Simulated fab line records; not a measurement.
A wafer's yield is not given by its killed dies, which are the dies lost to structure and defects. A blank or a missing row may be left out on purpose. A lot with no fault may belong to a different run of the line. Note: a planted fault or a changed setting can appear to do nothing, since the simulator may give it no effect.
Chamber matching || flow n5Finfet || pecvd-01 running N5_SDB_HM_DEP_00: 3 sister chambers
The step deposits SiNx from SiH4/NH3/N2, target thk 40 nm, time 35.3 s. 6 wafers are shown with their chamber, then 8 later ones without.

WAFERS WITH THEIR CHAMBER
{"wafer": "L082.3", "chamber": 0, "throttleValvePct (%)": 41.5, "showerheadPlenumPTorr (Torr)": 5.09}
{"wafer": "L083.5", "chamber": 0, "throttleValvePct (%)": 41.6, "showerheadPlenumPTorr (Torr)": 5.09}
{"wafer": "L084.2", "chamber": 1, "throttleValvePct (%)": 42.9, "showerheadPlenumPTorr (Torr)": 5.19}
{"wafer": "L084.5", "chamber": 2, "throttleValvePct (%)": 38.5, "showerheadPlenumPTorr (Torr)": 5.14}
{"wafer": "L084.6", "chamber": 1, "throttleValvePct (%)": 43.0, "showerheadPlenumPTorr (Torr)": 5.21}
{"wafer": "L086.1", "chamber": 2, "throttleValvePct (%)": 38.3, "showerheadPlenumPTorr (Torr)": 5.16}

WAFERS WHOSE CHAMBER IS MISSING
{"wafer": "L086.5", "throttleValvePct (%)": 41.8, "showerheadPlenumPTorr (Torr)": 5.09}
{"wafer": "L086.6", "throttleValvePct (%)": 42.8, "showerheadPlenumPTorr (Torr)": 5.20}
{"wafer": "L093.3", "throttleValvePct (%)": 42.8, "showerheadPlenumPTorr (Torr)": 5.19}
{"wafer": "L093.4", "throttleValvePct (%)": 43.0, "showerheadPlenumPTorr (Torr)": 5.20}
{"wafer": "L093.6", "throttleValvePct (%)": 38.4, "showerheadPlenumPTorr (Torr)": 5.16}
{"wafer": "L094.1", "throttleValvePct (%)": 42.0, "showerheadPlenumPTorr (Torr)": 5.10}
{"wafer": "L094.4", "throttleValvePct (%)": 38.2, "showerheadPlenumPTorr (Torr)": 5.15}
{"wafer": "L094.5", "throttleValvePct (%)": 42.9, "showerheadPlenumPTorr (Torr)": 5.19}

WHICH CHAMBER EACH ONE RAN IN
{"wafer": "L086.5", "from the rows above": 0, "in truth": 0}
{"wafer": "L086.6", "from the rows above": 1, "in truth": 1}
{"wafer": "L093.3", "from the rows above": 1, "in truth": 1}
{"wafer": "L093.4", "from the rows above": 1, "in truth": 1}
{"wafer": "L093.6", "from the rows above": 2, "in truth": 2}
{"wafer": "L094.1", "from the rows above": 0, "in truth": 0}
{"wafer": "L094.4", "from the rows above": 2, "in truth": 2}
{"wafer": "L094.5", "from the rows above": 1, "in truth": 1}
8 of 8 placed correctly. Not placeable from these rows: 0. Wrongly placed: 0.
How it was worked out, from the rows above alone: a wafer's distance from a chamber is the root of the sum, over the readings, of the square of ((its reading less the chamber's mean) divided by the reading's scatter). If the next closest chamber is less than 2 further off than the closest, the wafer can't be placed; otherwise it belongs to the closest. Each chamber's mean is taken over the wafers shown for it. The scatter is the square root of a quotient: the sum, over the shown wafers, of each reading's squared deviation from its chamber's mean, divided by wafers minus chambers.
